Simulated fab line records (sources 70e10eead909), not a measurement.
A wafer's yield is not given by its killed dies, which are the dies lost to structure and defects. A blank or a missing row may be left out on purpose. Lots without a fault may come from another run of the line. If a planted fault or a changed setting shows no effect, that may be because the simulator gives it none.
fab line records    flow nand-harc
record: lots: 12  wafers: 36  last-day: 34
route steps=1302 shown P_ZERO_WELL@19 P_STI@96 P_GATE@119 END@1302
lots that met no fault: from a run of the same line without faults
start-h: hours from the record's first day to the start of the lot's first wafer shown    wait-h: how many hours have passed since the lot's step before this one    " repeats the value in the row above    L1.1+2: a row that stands for several wafers    - value missing, or start not given    * or withheld: withheld    < > ~ a bound
route shown NAME@n: NAME is a module with steps in the file, n the number in the route of the first one    usual: mean/standard deviation taken from wafers without a fault    same: alike in all rows    chamber/n: place in a boat    sites: per-site readings    _std_site: standard deviation of those values    _edge_site: outer sites' mean less inner sites'    radius-mm: how far each site lies from the wafer's centre    mask NAME#n: copy n    behind: tool/chamber where the wafer was last shaped    hold: why the lot went on hold/how many hours it stayed there/how the hold came to an end    device: which transistor (n, p or np) failed to switch    end of line: at the end of the route, the tests of the same wafers    for a step that has no rows: nothing shown but its recipe    killed: not the wafer's yield, but the dies lost to structure and defects at the first sort    map: the dies of a wafer, with x for killed, . for not killed, _ for no die there
set.NAME: the setting the step ran with; set.NAME@STEP: the setting that earlier step ran with    model.NAME: the simulator's own value behind a step, which no gauge read
a sample of lots followed through the steps of the route, with each step as a table and each wafer as a row
services: when a tool's chamber went out of use (start-h, in hours from the record's first day, below 0 if earlier), for how many hours, and the reason
== steps ==
step: NHARC_P_ZERO_WELL_ETCH_63
recipe: target-depth-a: 1200  time-s: 40.1  hbr-flow-sccm: 150  cl2-flow-sccm: 50  rf-w: 400  icp-w: 400  bias-w: 100  chemistry: HBr/Cl2
usual: bias-w: 100.03/0.3  drypump-motor-current-A: 5.7/0.44  oes-product-au: 1.006/0.0087  throttle-valve-pct: 26.405/0.0097
lot.wafer  tool       chamber  start-h  wait-h  bias-w  drypump-motor-current-A  oes-product-au  rf-hours-counter-h  throttle-valve-pct
L842.2     rie-si-02  0        21.61    -       100.53  5.5                      0.992           0.5                 26.398
L842.3     "          1        "        "       99.95   6.1                      0.997           0.6                 26.395
L842.4     "          2        "        "       99.88   5.2                      1.015           0.7                 26.411
L843.2     rie-si-02  1        31.68    -       100.67  6.2                      0.998           0.6                 26.413
L843.1     "          2        "        "       100.16  5.2                      1.017           0.7                 26.406
L843.5     "          3        "        "       100.23  5.1                      0.996           -                   26.393
L845.4     rie-si-02  3        51.77    -       99.72   5.1                      1.020           0.8                 26.387
L845.3     "          2        "        "       99.95   5.2                      1.021           0.8                 26.415
L845.5     "          0        "        "       100.02  5.5                      1.006           -                   26.403
L855.2     rie-si-02  2        151.55   -       99.83   5.2                      1.005           0.2                 26.414
L855.3     "          3        "        "       100.10  5.1                      1.005           0.2                 26.419
L855.4     "          3        "        "       99.73   5.1                      1.005           -                   26.397
L857.4     rie-si-02  0        172.02   -       99.66   5.5                      1.009           0.2                 26.392
L857.2     "          3        "        "       100.37  5.1                      1.001           0.4                 26.407
L857.5     "          0        "        "       99.50   5.5                      1.002           -                   26.416
L858.4     rie-si-02  2        181.68   -       100.08  5.2                      1.005           0.5                 26.395
L858.1     "          0        "        "       100.33  5.5                      1.014           0.3                 26.388
L858.5     "          2        "        "       99.79   5.2                      1.008           -                   26.418
L860.3     rie-si-06  2        201.70   -       99.62   5.6                      1.007           0.7                 26.390
L860.1     "          0        "        "       100.21  6.2                      1.021           0.6                 26.418
L860.5     "          1        "        "       100.32  6.2                      0.993           -                   26.414
L861.3     rie-si-04  2        211.75   -       99.66   5.2                      1.007           0.2                 26.417
L861.4     "          0        "        "       99.78   6.2                      1.017           0.2                 26.408
L861.5     "          2        "        "       99.99   5.2                      1.016           -                   26.404
L862.3     rie-si-06  3        225.93   -       99.98   5.9                      1.011           0.9                 26.403
L862.2     "          0        "        "       100.22  6.2                      1.013           0.8                 26.397
L862.4     "          2        "        "       100.24  5.6                      1.015           1.0                 26.401
L863.4     rie-si-04  3        231.71   -       100.06  6.2                      1.024           0.3                 26.416
L863.5     "          3        "        "       99.60   6.2                      1.022           -                   26.418
L863.6     "          0        "        "       99.61   6.2                      1.024           -                   26.398
L864.3     rie-si-06  2        241.52   -       100.35  5.6                      1.013           1.0                 26.404
L864.1     "          3        "        "       100.31  5.9                      1.023           0.9                 26.405
L864.6     "          3        "        "       100.08  5.9                      1.024           -                   26.409
L865.4     rie-si-04  2        251.78   -       99.87   5.3                      1.013           0.4                 26.394
L865.3     "          3        "        "       100.31  6.2                      1.023           0.5                 26.414
L865.5     "          2        "        "       99.56   5.2                      1.015           -                   26.411
step: NHARC_P_ZERO_WELL_DESCUM_39
recipe: time-s: 3  o2-flow-sccm: 200  ar-flow-sccm: 0  bias-power-w: 0  chemistry: O2
usual: drypump-motor-current-A: 5.8/0.55  oes-product-au: 1.001/0.01  rf-vpp-V: 57.7/0.95  showerhead-plenum-p-Torr: 1.88/0.079  throttle-valve-pct: 11.311/0.0097
lot.wafer  tool         chamber  start-h  wait-h  drypump-motor-current-A  oes-product-au  rf-hours-counter-h  rf-vpp-V  showerhead-plenum-p-Torr  throttle-valve-pct
L842.3     rie-diel-13  2        24.22    -       5.3                      1.016           8                   56.6      1.85                      11.323
L842.2     "            3        "        "       5.4                      1.026           7                   56.5      2.02                      11.323
L842.4     "            0        "        "       6.2                      1.003           6                   59.3      1.94                      11.316
L843.1     rie-diel-13  3        34.32    -       5.4                      1.020           8                   58.4      2.02                      11.326
L843.2     "            1        "        "       6.3                      1.015           7                   57.5      1.82                      11.322
L843.5     "            2        "        "       5.3                      1.022           -                   57.4      1.85                      11.311
L845.3     rie-diel-13  0        55.40    -       6.2                      0.990           12                  57.9      1.94                      11.313
L845.4     "            2        "        "       5.3                      1.007           19                  57.9      1.85                      11.307
L845.5     "            0        "        "       6.2                      1.003           -                   58.0      1.94                      11.297
L855.2     rie-diel-12  0        154.33   -       4.9                      0.977           15                  57.2      1.81                      11.317
L855.3     "            2        "        "       5.1                      0.997           13                  57.8      1.79                      11.323
L855.4     "            3        "        "       5.7                      0.989           15                  57.2      2.00                      11.292
L857.4     rie-diel-13  2        174.75   -       5.3                      1.007           0                   56.9      1.84                      11.323
L857.2     "            3        "        "       5.4                      1.001           0                   59.7      2.01                      11.299
L857.5     "            1        "        "       6.3                      0.996           -                   57.2      1.81                      11.291
L858.1     rie-diel-02  2        184.39   -       6.5                      1.002           46                  58.1      1.90                      11.321
L858.4     "            0        "        "       5.8                      0.993           45                  57.3      1.77                      11.313
L858.5     "            3        "        "       5.9                      0.989           -                   57.7      1.87                      11.312
L860.3     rie-diel-13  3        204.31   -       5.4                      0.994           12                  58.6      2.00                      11.295
L860.1     "            0        "        "       6.2                      0.989           12                  58.1      1.92                      11.322
L860.5     "            0        "        "       6.2                      0.991           -                   56.8      1.92                      11.314
L861.3     rie-diel-02  1        214.51   -       5.0                      0.988           50                  55.4      1.78                      11.316
L861.4     "            0        "        "       5.8                      1.001           -                   56.9      1.76                      11.317
L861.5     "            2        "        "       6.6                      1.000           -                   57.5      1.90                      11.313
L862.3     rie-diel-02  3        228.75   -       5.9                      0.993           1                   58.4      1.87                      11.321
L862.2     "            0        "        "       5.8                      1.010           1                   59.7      2.08                      11.301
L862.4     "            1        "        "       5.0                      1.010           1                   57.9      1.78                      11.322
L863.4     rie-diel-12  1        234.38   -       6.5                      1.002           -                   58.1      1.91                      11.300
L863.6     "            1        "        "       6.5                      1.001           -                   59.1      1.91                      11.288
L863.5     "            2        "        "       5.1                      1.005           -                   57.9      1.78                      11.303
L864.1     rie-diel-13  3        244.16   -       5.4                      0.988           27                  57.6      2.00                      11.324
L864.3     "            0        "        "       6.3                      0.996           28                  58.9      1.92                      11.309
L864.6     "            3        "        "       5.4                      1.001           -                   58.1      2.00                      11.318
L865.4     rie-diel-13  3        254.39   -       5.4                      1.010           29                  58.1      2.00                      11.303
L865.3     "            0        "        "       6.2                      1.011           31                  57.5      1.92                      11.310
L865.5     "            0        "        "       6.2                      1.007           -                   58.3      1.92                      11.289
step: NHARC_P_STI_OCD_MEAS_43
usual: trench-depth-nm: 301/4.9  trench-foot-cd-nm: 158.6/2.3
lot.wafer  tool    chamber  start-h  wait-h  trench-depth-nm  trench-foot-cd-nm
L842.2     ocd-02  -        46.26    -       300              157.1
L842.3     "       -        "        "       294              160.8
L842.4     "       -        "        "       297              157.9
L843.1     ocd-01  -        58.48    -       301              158.3
L843.2     "       -        "        "       308              153.9
L843.5     "       -        "        "       305              158.5
L845.3     ocd-02  -        75.47    -       300              156.7
L845.4     "       -        "        "       301              156.5
L845.5     "       -        "        "       305              157.9
L855.2     ocd-02  -        174.62   -       298              159.4
L855.3     "       -        "        "       308              158.3
L855.4     "       -        "        "       300              159.6
L857.2     ocd-02  -        196.13   -       301              157.5
L857.4     "       -        "        "       304              158.2
L857.5     "       -        "        "       300              156.5
L858.1     ocd-02  -        208.39   -       305              157.8
L858.4     "       -        "        "       307              154.9
L858.5     "       -        "        "       307              154.3
L860.1     ocd-01  -        223.45   -       313              156.9
L860.3     "       -        "        "       304              158.6
L860.5     "       -        "        "       314              158.7
L861.3     ocd-02  -        234.27   -       301              162.0
L861.4     "       -        "        "       294              163.0
L861.5     "       -        "        "       302              160.5
L863.4     ocd-01  -        253.26   -       299              159.0
L863.5     "       -        "        "       297              158.6
L863.6     "       -        "        "       301              158.1
L862.2     ocd-02  -        253.27   -       308              155.8
L862.3     "       -        "        "       309              157.8
L862.4     "       -        "        "       302              158.9
L864.1     ocd-01  -        263.88   -       302              158.3
L864.3     "       -        "        "       308              155.8
L864.6     "       -        "        "       299              159.3
L865.3     ocd-02  -        273.83   -       295              157.3
L865.4     "       -        "        "       297              156.8
L865.5     "       -        "        "       296              160.9
step: NHARC_P_GATE_EXPOSE_08
recipe: na: 0.6  dose-mj: 16.75  mask-id: P_HV
usual: focus-offset-nm: -0.1/0.48
lot.wafer  tool            chamber  start-h  wait-h  mask      focus-offset-nm
L842.2     krf-scanner-03  0        82.38    -       P_HV#0    0.1
L842.3     "               0        "        "       P_HV#0    -0.1
L842.4     "               0        "        "       P_HV#0    -1.0
L843.1     krf-scanner-04  0        92.60    -       P_HV#0    -0.3
L843.2     "               0        "        "       P_HV#0    0.3
L843.5     "               0        "        "       P_HV#0    -0.6
L845.3     krf-scanner-04  0        106.11   -       P_HVPW#0  -0.4
L845.4     "               0        "        "       P_HVPW#0  -0.5
L845.5     "               0        "        "       P_HVPW#0  -0.3
L855.2     krf-scanner-04  0        207.02   -       P_HV#0    0.3
L855.3     "               0        "        "       P_HV#0    0.2
L855.4     "               0        "        "       P_HV#0    -0.7
L857.2     krf-scanner-01  0        226.40   -       P_HV#0    0.4
L857.4     "               0        "        "       P_HV#0    1.0
L857.5     "               0        "        "       P_HV#0    0.0
L858.1     krf-scanner-03  0        243.98   -       P_HV#0    -0.4
L858.4     "               0        "        "       P_HV#0    -0.2
L858.5     "               0        "        "       P_HV#0    -0.6
L860.1     krf-scanner-04  0        256.98   -       P_HV#0    0.7
L860.3     "               0        "        "       P_HV#0    1.0
L860.5     "               0        "        "       P_HV#0    0.4
L861.3     krf-scanner-04  0        270.92   -       P_HV#0    -0.1
L861.4     "               0        "        "       P_HV#0    0.0
L861.5     "               0        "        "       P_HV#0    1.1
L862.2     krf-scanner-03  0        287.06   -       P_HV#0    -0.3
L862.3     "               0        "        "       P_HV#0    -0.1
L862.4     "               0        "        "       P_HV#0    0.0
L863.4     krf-scanner-04  0        287.24   -       P_HV#0    0.4
L863.5     "               0        "        "       P_HV#0    0.5
L863.6     "               0        "        "       P_HV#0    -0.4
L864.1     krf-scanner-04  0        299.30   -       P_HV#0    -1.1
L864.3     "               0        "        "       P_HV#0    -0.6
L864.6     "               0        "        "       P_HV#0    -0.6
L865.3     krf-scanner-01  0        309.89   -       P_HV#0    -0.5
L865.4     "               0        "        "       P_HV#0    0.0
L865.5     "               0        "        "       P_HV#0    -0.7
step: NHARC_P_GATE_CD_MEAS_11
recipe: target-cd-nm: 1640  landing-energy-ev: 500
usual: cd-nm: 1639.4/1.5
lot.wafer  tool       chamber  start-h  wait-h  cd-nm
L842.2     cd-sem-02  0        82.53    -       1639.0
L842.3     "          0        "        "       1638.9
L842.4     "          0        "        "       1638.5
L843.1     cd-sem-03  0        92.75    -       1637.3
L843.2     "          0        "        "       1637.5
L843.5     "          0        "        "       1640.6
L845.3     cd-sem-02  0        106.26   -       -
L845.4     "          0        "        "       -
L845.5     "          0        "        "       -
L855.2     cd-sem-03  0        207.17   -       1638.3
L855.3     "          0        "        "       1640.5
L855.4     "          0        "        "       1637.5
L857.2     cd-sem-01  0        226.55   -       1636.8
L857.4     "          0        "        "       1639.4
L857.5     "          0        "        "       1637.5
L858.1     cd-sem-01  0        244.14   -       1640.0
L858.4     "          0        "        "       1639.2
L858.5     "          0        "        "       1639.8
L860.1     cd-sem-02  0        257.14   -       1642.0
L860.3     "          0        "        "       1638.8
L860.5     "          0        "        "       1640.7
L861.3     cd-sem-02  0        271.07   -       1637.3
L861.4     "          0        "        "       1638.9
L861.5     "          0        "        "       1640.2
L862.2     cd-sem-03  0        287.22   -       1637.8
L862.3     "          0        "        "       1636.8
L862.4     "          0        "        "       1639.6
L863.4     cd-sem-01  0        287.38   -       1639.5
L863.5     "          0        "        "       1639.6
L863.6     "          0        "        "       1639.9
L864.1     cd-sem-01  0        299.46   -       1639.0
L864.3     "          0        "        "       1637.5
L864.6     "          0        "        "       1640.9
L865.3     cd-sem-02  0        310.05   -       1639.4
L865.4     "          0        "        "       1640.1
L865.5     "          0        "        "       1639.0
step: NHARC_END_SORT_01
recipe: temp-c: 25
usual: killed-at-array: 53/18  killed-at-other: 1.0/1.2  killed-at-periphery: 3.6/2.4  killed-dies: 58/18  killed-open: 3.4/1.8  killed-short: 2.3/1.5
same: gross-dies: 677
lot.wafer  tool       chamber  start-h  wait-h  killed-at-array  killed-at-other  killed-at-periphery  killed-dies  killed-open  killed-short
L845.3     prober-01  0        613.54   3.1     35               0                642                  677          6            1
L845.4     prober-01  0        614.33   3.4     29               1                647                  677          4            1
L845.5     prober-01  0        615.13   3.7     32               0                645                  677          8            1
killed by level:class
L845.3 P_GATE:area-expose=638 A_SLIT:chamber-film-flake=16 A_CONTACT:chamber-film-flake=5 A_CHANNEL_HOLE_D2:chamber-film-flake=4 A_STAIRCASE:chamber-film-flake=3 P_M0:geometric-particle:open=2 A_BLC:geometric-particle:open=2 P_CONTACT:geometric-particle:open=1
L845.4 P_GATE:area-expose=643 A_SLIT:chamber-film-flake=11 A_CHANNEL_HOLE_D2:chamber-film-flake=4 P_GATE:chamber-film-flake=2 A_STAIRCASE:chamber-film-flake=2 A_ZERO_WELL:chamber-film-flake=2 A_CHANNEL_FILL_D2:chamber-film-flake=2 A_WL_FILL:chamber-film-flake=2
L845.5 P_GATE:area-expose=641 A_SLIT:chamber-film-flake=13 A_CHANNEL_HOLE_D2:chamber-film-flake=5 A_CONTACT:chamber-film-flake=4 P_M0:geometric-particle:open=2 A_WL_FILL:geometric-particle:open=2 A_CHANNEL_HOLE_D1:chamber-film-flake=2 P_CONTACT:geometric-particle:open=1
== services ==
tool            chamber  start-h  hours  kind
krf-scanner-04  -        10.00    4.0    pm
rie-si-06       2        12.98    2.2    repair
rie-si-04       0        17.89    8.8    repair
rie-si-04       1        18.92    4.6    repair
rie-si-04       3        21.33    7.3    repair
rie-si-02       -        24.28    0.1    repair
rie-diel-13     0        35.74    5.9    repair
rie-si-06       3        38.08    4.1    repair
rie-diel-02     -        40.46    9.0    pm
krf-scanner-04  -        63.06    2.1    repair
rie-si-02       -        100.00   9.0    pm
krf-scanner-04  -        109.23   1.0    repair
rie-si-02       1        149.37   10.6   repair
rie-diel-13     3        154.79   10.9   repair
rie-diel-13     2        160.84   3.0    repair
rie-diel-13     -        165.03   9.0    pm
krf-scanner-04  -        182.00   4.0    pm
rie-diel-13     2        196.67   6.1    repair
rie-diel-13     1        216.15   3.1    repair
rie-si-02       1        239.86   16.8   repair
krf-scanner-04  -        254.81   1.4    repair
rie-diel-13     2        257.45   5.0    repair
rie-diel-13     3        274.77   7.7    repair
rie-si-02       -        277.00   9.0    pm
== key ==
first-sign: step: NHARC_P_GATE_EXPOSE_08  reading: mask  direction: changed
effect: step: NHARC_P_GATE_CD_MEAS_11  reading: cd-nm  direction: missing
effect: step: NHARC_END_SORT_01  reading: killed-at-periphery  direction: up  sigmas: 99+  usual: 3.6  struck: 644.7
more-kills-born-at: NHARC_P_GATE_EXPOSE_08@krf-scanner-04: 1922
met-at NHARC_P_GATE_EXPOSE_08
struck-lots L845
later-rows-left-out L845.3,L845.4,L845.5
tester-left-out L845
not-acting-at NHARC_P_ZERO_WELL_ETCH_63,NHARC_P_ZERO_WELL_DESCUM_39,NHARC_P_STI_OCD_MEAS_43
onset-between 92.60 106.11
fault: kind: wrong-mask  tool: any  chamber: -  onset-h: 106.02  steps: NHARC_P_GATE_EXPOSE_08  aux-copy: P_HVPW#0  scope: struck-lots-only
tester-left-out: of these lots the tester's yield and bins aren't shown, on N5 and GAA mostly nor the transistor test; their killed dies are dies lost to structure and defects alone, not to doping, threshold or leakage, so they don't give the yield
later-rows-left-out: the simulator's readings of these wafers behind a module that went badly wrong aren't trusted and aren't shown, but for the sort
